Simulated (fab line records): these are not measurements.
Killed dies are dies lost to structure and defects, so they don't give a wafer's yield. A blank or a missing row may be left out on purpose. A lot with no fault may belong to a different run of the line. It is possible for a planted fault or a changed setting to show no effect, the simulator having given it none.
A lot that was struck, set against a sound lot + flow nandHarc + 15 steps out of a route of 1302
Sound: these wafers, L551.1, L551.4, L551.6. Wafers struck: L556.1, L556.4, L556.5. At the end, the cause is stated.
Per side, at each step with rows, come the tool, then ch with its chambers, and then its first start. Under that, the readings that differ: sound wafers + struck wafers + difference of the means + sigmas: that difference in standard deviations of wafers without a fault.
alike: words and numbers the same on both sides, and readings whose means are apart by under 2 such deviations; not compared: readings that were withheld, readings missing a value for some wafer, numbers with overlapping values and no deviation given by the record, and bounds like >300 which may hide the same value.
The two part at a step that has a row with sigmas, a row that says differs or no value, or rows on one side only. Non-overlapping numbers with no deviation appear without sigmas and do not part them. Lack of a reading on every wafer of one side parts them only where that side has two or more wafers.

first, 8 steps without rows for these wafers: NHARC_A_CHANNEL_HOLE_D2_COAT_36 (time 75 s); NHARC_A_CHANNEL_HOLE_D2_COAT_37 (time 65 s); NHARC_A_CHANNEL_HOLE_D2_COAT_04 (resist thk 90 nm); NHARC_A_CHANNEL_HOLE_D2_SOFTBAKE_05 (time 55 s); NHARC_A_CHANNEL_HOLE_D2_EBR_06; NHARC_A_CHANNEL_HOLE_D2_EXPOSE_07 (exposes mask HOLE D2, target cd 100 nm); NHARC_A_CHANNEL_HOLE_D2_PEB_08 (peb time 65 s); NHARC_A_CHANNEL_HOLE_D2_DEVELOP_09 (develop time 35 s).
NHARC_A_CHANNEL_HOLE_D2_CD_MEAS_10 targets a cd of 100 nm.
  sound on cdSem-02 ch 0, day 14 06:14; struck on cdSem-03 ch 0, day 16 23:55
  alike: cdNm
NHARC_A_CHANNEL_HOLE_D2_OVL_MEAS_11:
  sound on overlay-01 at day 14 06:19; struck on overlay-01 at day 17 00:01
| reading         | sound       | struck         | difference | sigmas |
|-----------------|-------------|----------------|------------|--------|
| overlayXNm (nm) | 1.9 1.7 2.3 | -0.3 -0.8 -0.3 | -2.4       | -3     |
  alike: overlayYNm
NHARC_A_CHANNEL_HOLE_D2_INSPECT_12:
  sound on defectInspect-02 at day 14 06:22; struck on defectInspect-02 at day 17 00:02
| reading        | sound    | struck | difference | sigmas |
|----------------|----------|--------|------------|--------|
| rawDefectCount | 57 55 47 | 4 7 4  | -48        | -2     |
NHARC_A_CHANNEL_HOLE_D2_DESCUM_15: chemistry O2, time 3 s.
  sound on rieDiel-05 ch 0,2,3, day 14 06:26; struck on rieDiel-07 ch 0,2,3, day 17 00:07
  alike: chamberPressureMTorr, drypumpMotorCurrentA, o2FlowSccm, oesProductAu, rfVppV, showerheadPlenumPTorr, throttleValvePct
  not compared: rfHoursCounterH
NHARC_A_CHANNEL_HOLE_D2_ETCH_38: etches the open film in CF4, target depth 39 nm, time 65 s.
  sound on rieDiel-05 ch 0,1, day 14 06:30; struck on rieDiel-07 ch 0,2, day 17 00:12
  no value came back on the struck wafers for any of 8 readings (biasW (W), cf4FlowSccm (sccm) and others); on the sound wafers biasW (W) reads 99.5 100.2 100.3
  not compared: rfHoursCounterH
NHARC_A_CHANNEL_HOLE_D2_ETCH_39: etches the open film in N2/H2, target depth 260 nm, time 325 s.
  sound on rieDiel-05 ch 1,3; struck on rieDiel-07 ch 0,1,3, day 17 00:20
  alike: biasW, chamberPressureMTorr, drypumpMotorCurrentA, h2FlowSccm, oesProductAu, rfVppV, showerheadPlenumPTorr, throttleValvePct
  not compared: rfHoursCounterH
-- jump in the record: it breaks off in module A_CHANNEL_HOLE_D2 and resumes in module END (first step shown: number 1302 of the route), and 11 days separate the struck wafers' starts before and after --
NHARC_END_SORT_01:
  sound on prober-02 ch 0, day 26 02:32; struck on prober-01 ch 0, day 28 11:52
| reading       | sound    | struck                                                            | difference                   | sigmas |
|---------------|----------|-------------------------------------------------------------------|------------------------------|--------|
| hold          | - - -    | awaitDispo/2.6h/scrap awaitDispo/2.6h/scrap awaitDispo/2.6h/scrap | no value on the sound wafers |        |
| killedAtArray | 73 69 69 | 673 672 672                                                       | +602                         | +38    |
| killedDies    | 78 72 72 | 677 677 677                                                       | +603                         | +38    |
  alike: killedAtOther, killedAtPeriphery, killedOpen, killedShort

## WHERE THEY PART
First at NHARC_A_CHANNEL_HOLE_D2_OVL_MEAS_11; last, within this record, at NHARC_END_SORT_01.

WHY: the cause the simulator had injected
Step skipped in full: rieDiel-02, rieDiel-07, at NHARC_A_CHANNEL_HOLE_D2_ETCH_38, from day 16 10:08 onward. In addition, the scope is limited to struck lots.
